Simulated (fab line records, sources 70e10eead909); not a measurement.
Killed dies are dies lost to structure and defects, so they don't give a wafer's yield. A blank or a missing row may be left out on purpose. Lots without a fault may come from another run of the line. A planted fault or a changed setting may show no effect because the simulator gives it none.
A struck lot beside a sound one | flow nand_harc | 15 steps out of a route of 1159
Sound: wafers L782.1, L782.2, L782.4. Struck: wafers L785.3, L785.4, L785.6. The cause comes at the end.
At each step with rows: each side's tool, then ch and its chambers, then its first start. Under that, the readings that differ: sound wafers | struck wafers | difference of the means | sigmas: that difference in standard deviations of wafers without a fault.
alike: readings whose means differ by less than 2 such deviations, and words and numbers that are the same on both sides. not compared: withheld readings, readings that some wafer has no value for, bounds like >300 that may hide the same value, and numbers for which the record gives no deviation and whose values overlap.
The two part at a step that has a row with sigmas, a row that says differs or no value, or rows on one side only. Numbers that don't overlap but have no deviation are shown without sigmas and don't part them. A reading that every wafer of one side lacks parts them only if that side has two wafers or more.

first, 1 step without rows for these wafers: NHARC_P_M0_DESCUM_14 (chemistry O2, time 3 s).
NHARC_P_M0_ETCH_34: etches the open film in N2/H2, target depth 40 nm, overetch 12 nm, time 43.94 s.
  sound on rie_diel-06 ch 0,2,3, day 7 10:04; struck on rie_diel-09 ch 0,2,3, day 8 02:14
  reading               | sound             | struck            | difference | sigmas
  oes_product_au (a.u.) | 1.013 1.010 1.009 | 0.982 0.986 0.984 | -0.027     | -3
  alike: bias_w, drypump_motor_current_A, mfc_ar_sccm, rf_vpp_V, showerhead_plenum_p_Torr, throttle_valve_pct
  not compared: rf_hours_counter_h
NHARC_P_M0_ETCH_15: etches the open film in C4F8/Ar, target depth 150 nm, overetch 15 nm, time 82.5 s.
  sound on rie_diel-06 ch 0,2,3; struck on rie_diel-09 ch 0,2,3
  alike: bias_w, oes_product_au, rf_vpp_V
  not compared: rf_hours_counter_h
NHARC_P_M0_CD_MEAS_16:
  sound on cd_sem-02, day 7 10:17; struck on cd_sem-01, day 8 02:27
  alike: cd_nm
NHARC_P_M0_STRIP_18: strips in N2/H2.
  sound on rie_diel-06 ch 0,1,2, day 7 10:23; struck on rie_diel-09 ch 1,2, day 8 02:31
  alike: drypump_motor_current_A, mfc_ar_sccm, oes_product_au, rf_vpp_V, showerhead_plenum_p_Torr, throttle_valve_pct
  not compared: rf_hours_counter_h
then, 2 steps without rows for these wafers: NHARC_P_M0_STRIP_19 (strips in post etch residue remover, time 600 s); NHARC_P_M0_DEGAS_28 (time 60 s).
NHARC_P_M0_PRE_CLEAN_29: time 30 s.
  sound on pvd_sputter-01; struck on pvd_sputter-03
  alike: heater_power_w
NHARC_P_M0_PVD_20: deposits TaN, target thk 5 nm, time 8.06 s.
  sound on pvd_sputter-01; struck on pvd_sputter-03
  alike: throttle_valve_pct
then, 3 steps without rows for these wafers: NHARC_P_M0_PVD_21 (deposits Cu, target thk 30 nm, time 20.49 s); NHARC_P_M0_ECD_22 (material Cu, target thk 400 nm); NHARC_P_M0_ANNEAL_30 (time 90 s).
NHARC_P_M0_CMP_23: polishes, t overpolish 20 s, target thk 117.53 nm.
  sound on cmp-04 ch 1,2,3, day 7 11:59; struck on cmp-01 ch 0,3, day 8 04:13
  no value came back on the struck wafers for edge_zone_pressure_frac, motor_current_A (A), time_to_endpoint_s (s); on the sound wafers edge_zone_pressure_frac reads 1.003 0.996 1.004
NHARC_P_M0_THK_MEAS_24: measures by xrf.
  sound on film_metro-02, day 7 12:17; struck on film_metro-02, day 8 04:31
  reading     | sound             | struck            | difference | sigmas
  thk_nm (nm) | 116.7 118.6 119.0 | 395.0 399.5 395.8 | +278.7     | +99 or more
then, 1 step without rows for these wafers: NHARC_P_M0_SRD_25.

WHERE THEY PART
First at NHARC_P_M0_ETCH_34; last, within this record, at NHARC_P_M0_THK_MEAS_24.

WHY: what the simulator had put in
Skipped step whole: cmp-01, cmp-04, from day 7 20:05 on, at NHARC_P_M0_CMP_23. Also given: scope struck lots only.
